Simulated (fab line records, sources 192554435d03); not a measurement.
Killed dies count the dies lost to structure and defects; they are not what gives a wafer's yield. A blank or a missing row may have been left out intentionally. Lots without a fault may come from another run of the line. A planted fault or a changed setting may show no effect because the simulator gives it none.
Matching of chambers | flow n5 finfet | 4 sister chambers for N5_BEOL_M8_ETCH_62 on rie diel-04
The step etches SOC in N2/H2, target depth 110 nm, overetch 22 nm, time 165 s. 4 wafers are shown with their chamber, then 7 later ones without.

## WAFERS, EACH WITH ITS CHAMBER
wafer  | chamber | drypump motor current A (A)
L736.5 | 0       | 6.7
L737.5 | 1       | 5.3
L739.5 | 3       | 5.8
L740.4 | 2       | 5.5

## WAFERS WITH NO CHAMBER GIVEN
wafer  | drypump motor current A (A)
L740.6 | 5.3
L744.1 | 5.5
L744.2 | 5.9
L744.6 | 6.7
L753.2 | 6.7
L753.3 | 5.5
L753.4 | 5.9

## WHICH CHAMBER EACH ONE RAN IN
wafer  | from the rows above | in truth
L740.6 | 1                   | 1
L744.1 | 2                   | 2
L744.2 | 3                   | 3
L744.6 | 0                   | 0
L753.2 | 0                   | 0
L753.3 | 2                   | 2
L753.4 | 3                   | 3
Correctly placed: 7 of 7. Can't be placed from these rows: 0. Number placed wrongly: 0.
How it was worked out, from the rows above alone: a wafer's distance from a chamber is the root of the sum, over the readings, of the square of ((its reading less the chamber's mean) divided by the reading's scatter). The wafer belongs to the nearest chamber; if the next one is less than 2 further off, it can't be placed. Each chamber's mean is taken over the wafers shown for it. The scatter (one wafer shown for each chamber): square how far every hidden wafer sits from the nearest shown wafer, average those squares and take the square root.
